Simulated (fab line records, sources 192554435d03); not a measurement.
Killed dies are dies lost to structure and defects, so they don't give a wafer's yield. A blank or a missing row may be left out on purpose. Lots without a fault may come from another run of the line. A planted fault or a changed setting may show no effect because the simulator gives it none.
Which tool did it? | flow n5_finfet | 11 lots, 33 wafers sampled, at 5 steps of a route of 1938

WHAT THE GAUGES READ, wafer by wafer
N5_BEOL_M14_THK_MEAS_50: measures by xrf.
lot  | measured     | on            | M14_THK (nm)
L076 | day 12 10:23 | film_metro-01 | 540 527 527
L078 | day 13 08:02 | film_metro-02 | 572 538 538
L079 | day 14 05:19 | film_metro-02 | 541 530 572
L081 | day 14 11:59 | film_metro-02 | 535 557 552
L083 | day 15 23:04 | film_metro-01 | 530 526 566
L085 | day 16 16:18 | film_metro-02 | 577 538 559
L086 | day 17 00:08 | film_metro-02 | 560 552 563
L089 | day 17 07:22 | film_metro-01 | 537 538 546
L090 | day 17 12:17 | film_metro-01 | 534 541 552
L094 | day 17 22:01 | film_metro-02 | 569 555 573
L096 | day 18 20:45 | film_metro-02 | 541 567 558

WHICH TOOL RAN EACH LOT (tool, then ch and the chambers of the sampled wafers, then the start)
lot  | N5_BEOL_M13_ETCH_38                | N5_BEOL_M13_DEGAS_41         | N5_BEOL_M13_DEP_53              | N5_BEOL_M14_TRENCH_ETCH_34
L076 | rie_diel-03 ch 1,2,3, day 12 03:50 | pvd_sputter-03, day 12 04:09 | pecvd-02 ch 0,2, day 12 05:20   | rie_diel-04 ch 2,3, day 12 07:29
L078 | rie_diel-03 ch 0,2,3, day 13 00:20 | pvd_sputter-02, day 13 00:44 | pecvd-02 ch 1,2, day 13 01:55   | rie_diel-01 ch 0,1,3, day 13 04:08
L079 | rie_diel-03 ch 1,2,3, day 13 21:30 | pvd_sputter-01, day 13 22:11 | pecvd-01 ch 0,1,2, day 13 23:22 | rie_diel-01 ch 0,2,3, day 14 01:31
L081 | rie_diel-05 ch 0,1,3, day 14 05:22 | pvd_sputter-03, day 14 05:55 | pecvd-03 ch 0,1,2, day 14 07:33 | rie_diel-04 ch 0,1,2, day 14 09:46
L083 | rie_diel-02 ch 1,2,3, day 15 13:59 | pvd_sputter-03, day 15 14:25 | pecvd-03 ch 0,2, day 15 16:25   | rie_diel-01 ch 0,2,3, day 15 18:37
L085 | rie_diel-05 ch 1,2,3, day 16 08:06 | pvd_sputter-02, day 16 08:30 | pecvd-03 ch 0,1, day 16 10:13   | rie_diel-01 ch 1,2,3, day 16 12:22
L086 | rie_diel-02 ch 1,2,3, day 16 15:31 | pvd_sputter-01, day 16 18:03 | pecvd-02 ch 0,1,2, day 16 19:15 | rie_diel-04 ch 0,2, day 16 21:24
L089 | rie_diel-02 ch 0,1, day 17 01:11   | pvd_sputter-03, day 17 01:34 | pecvd-02 ch 0, day 17 03:00     | rie_diel-04 ch 1,2,3, day 17 05:28
L090 | rie_diel-02 ch 0,1,2, day 17 06:20 | pvd_sputter-02, day 17 06:29 | pecvd-03 ch 0,1,2, day 17 07:40 | rie_diel-06 ch 1,2,3, day 17 09:48
L094 | rie_diel-05 ch 0,1,2, day 17 15:23 | pvd_sputter-02, day 17 15:47 | pecvd-03 ch 0,1,2, day 17 17:23 | rie_diel-06 ch 1,2,3, day 17 19:32
L096 | rie_diel-03 ch 0,2,3, day 18 08:58 | pvd_sputter-02, day 18 09:36 | pecvd-02 ch 1,2, day 18 10:47   | rie_diel-01 ch 0,1,3, day 18 13:22
- N5_BEOL_M13_ETCH_38: etches SiCN in CF4/N2, target depth 67.5 nm, time 71.9 s.
- N5_BEOL_M13_DEGAS_41: time 60 s.
- N5_BEOL_M13_DEP_53: deposits SiCN from 3MS/NH3, target thk 50 nm, time 17.8 s.
- N5_BEOL_M14_TRENCH_ETCH_34: etches SiO2 in C4F8/O2/Ar, target depth 556.65 nm, time 126.9 s.

THE ANSWER, worked out from the rows above alone
Rule: what is usual is taken from the lots themselves. Put in order of their means at a reading, lots are off if they are a third of the lots or fewer, leave a main group of 4 or more, and stand apart from it by a gap of 3 or more times the standard deviation of the main group's means; of several such gaps the widest counts. A main group whose means are all the same, to the digits that the tables above print for the reading, isn't used. A lot without any number at a reading at which 4 lots or more have one is off too. The other lots that the step has rows for count as sound.
No lot is off at any reading shown: from this, nothing can be told.

WHAT THE SIMULATOR HAD PUT IN
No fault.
